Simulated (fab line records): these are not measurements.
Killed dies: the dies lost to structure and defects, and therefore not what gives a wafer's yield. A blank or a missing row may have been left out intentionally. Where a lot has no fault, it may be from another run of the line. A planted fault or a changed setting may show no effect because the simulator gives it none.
Split-lot study | flow n5Finfet | 21 wafers read from 7 lots, route of 1938 steps

## THE SPLIT ITSELF
At N5_HKMG_FIN_DESCUM_17 (chemistry O2, time 7.9 s), the setting timeS was moved away from the recipe's 7.9 s on 5 of the 21 wafers read, by +10.1% to +20.8%. All remaining wafers had this setting at the recipe value.

Split to reading: the file shows no intervening step.

## THE READING
CAR-ArF_of_HKMG_FIN_COAT_06.thkNm (the simulator's own value, which no gauge read), in nm, at N5_HKMG_FIN_ETCH_31 (etches SiARC in CF4, target depth 45.5 nm, time 75.8 s). There is no usual value for it anywhere in the file. Across the 16 wafers here that went through the recipe, the average is 50.9 nm and the standard deviation 0.14 nm.

wafer  | tool, chamber at the split | timeS as run, s | against the recipe | CAR-ArF_of_HKMG_FIN_COAT_06.thkNm, nm | against lot-mates on the recipe
L078.2 | rieDiel-02, 0              | 7.9             | recipe             | 51                                    | -
L078.6 | rieDiel-02, 2,1            | 7.9             | recipe             | 51                                    | -
L078.4 | rieDiel-02, 2,1            | 7.9             | recipe             | 50.8                                  | -
L081.2 | rieDiel-05, 1              | 7.9             | recipe             | 50.8                                  | -
L081.3 | rieDiel-05, 0              | 8.698           | +10.1%             | 50.8                                  | -0.1
L081.4 | rieDiel-05, 2              | 7.9             | recipe             | 51                                    | -
L083.2 | rieDiel-04, 0              | 7.9             | recipe             | 50.8                                  | -
L083.4 | rieDiel-04, 3              | 7.9             | recipe             | 50.8                                  | -
L083.5 | rieDiel-04, 0              | 9.541           | +20.8%             | 49.8                                  | -1.0
L085.1 | rieDiel-05, 2              | 9.124           | +15.5%             | 50                                    | -1.0
L085.2 | rieDiel-05, 0              | 7.9             | recipe             | 51.2                                  | -
L085.3 | rieDiel-05, 1              | 7.9             | recipe             | 50.8                                  | -
L089.1 | rieDiel-04, 2              | 7.9             | recipe             | 50.8                                  | -
L089.3 | rieDiel-04, 3,2            | 9.149           | +15.8%             | 50.2                                  | -0.6
L089.5 | rieDiel-04, 3,2            | 9.149           | +15.8%             | 50.2                                  | -0.6
L092.1 | rieDiel-05, 1,2            | 7.9             | recipe             | 51.2                                  | -
L092.3 | rieDiel-05, 1,2            | 7.9             | recipe             | 51                                    | -
L092.6 | rieDiel-05, 2              | 7.9             | recipe             | 50.8                                  | -
L095.3 | rieDiel-02, 2              | 7.9             | recipe             | 50.8                                  | -
L095.5 | rieDiel-02, 2,1            | 7.9             | recipe             | 50.8                                  | -
L095.6 | rieDiel-02, 2,1            | 7.9             | recipe             | 50.8                                  | -
When a row names more than one chamber, that row covers several wafers, and the file does not tell which wafer ran in which chamber.

FIT RESULTS
A straight line over all 21 wafers: CAR-ArF_of_HKMG_FIN_COAT_06.thkNm changes by -0.0477 nm for each +1% of timeS; r = -0.90; the points scatter about the line by 0.16 nm.
The same after taking each lot's own level away (the mean of its wafers on the recipe; 21 wafers): -0.0447 nm for each +1%; r = -0.90; scatter 0.15 nm.
Per that fit: largest timeS move, reading shift of 0.93 nm.
From 50.80 to 51.00 nm: that is the span of the lots' own levels, equal to 1.4 times the standard deviation above.
The two slopes agree, so the slope changes little with the lot-to-lot level.
Check: with one of the wafers moved furthest among these (+20.8%) left out of the fit, the line predicts -0.878 nm for it against its lot-mates. It came out at -1 nm against them.

## FURTHER SPLITS ON THESE WAFERS
These wafers also went through other splits before the reading. Each is held against what the fit with the lots' levels taken away leaves over:
other split on the same wafers | wafers away from the commonest value | r with CAR-ArF_of_HKMG_FIN_COAT_06.thkNm (lot level and that fit taken away)
N5_SD_EPI_N_DESCUM_14 timeS    | 8                                    | -0.16
N5_HKMG_FIN_COAT_29 spinRpm    | 7                                    | +0.10

## THE WHOLE CHAIN: every reading that the file lists as answering this split, in the file's order
step                  | what it does                                           | reading                                                                            | change (the file's fit)                | r (the file's)
N5_HKMG_FIN_DESCUM_17 | chemistry O2, time 7.9 s                               | CAR-ArF_of_HKMG_FIN_COAT_06.thkNm (the simulator's own value, which no gauge read) | -0.0451 nm for each +1% of the setting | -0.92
N5_HKMG_FIN_ETCH_31   | etches SiARC in CF4, target depth 45.5 nm, time 75.8 s | CAR-ArF_of_HKMG_FIN_COAT_06.thkNm (the simulator's own value, which no gauge read) | -0.0457 nm for each +1% of the setting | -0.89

## FILE'S OWN FIT
CAR-ArF_of_HKMG_FIN_COAT_06.thkNm changes by -0.0457 nm for each +1% of timeS, r = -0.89.
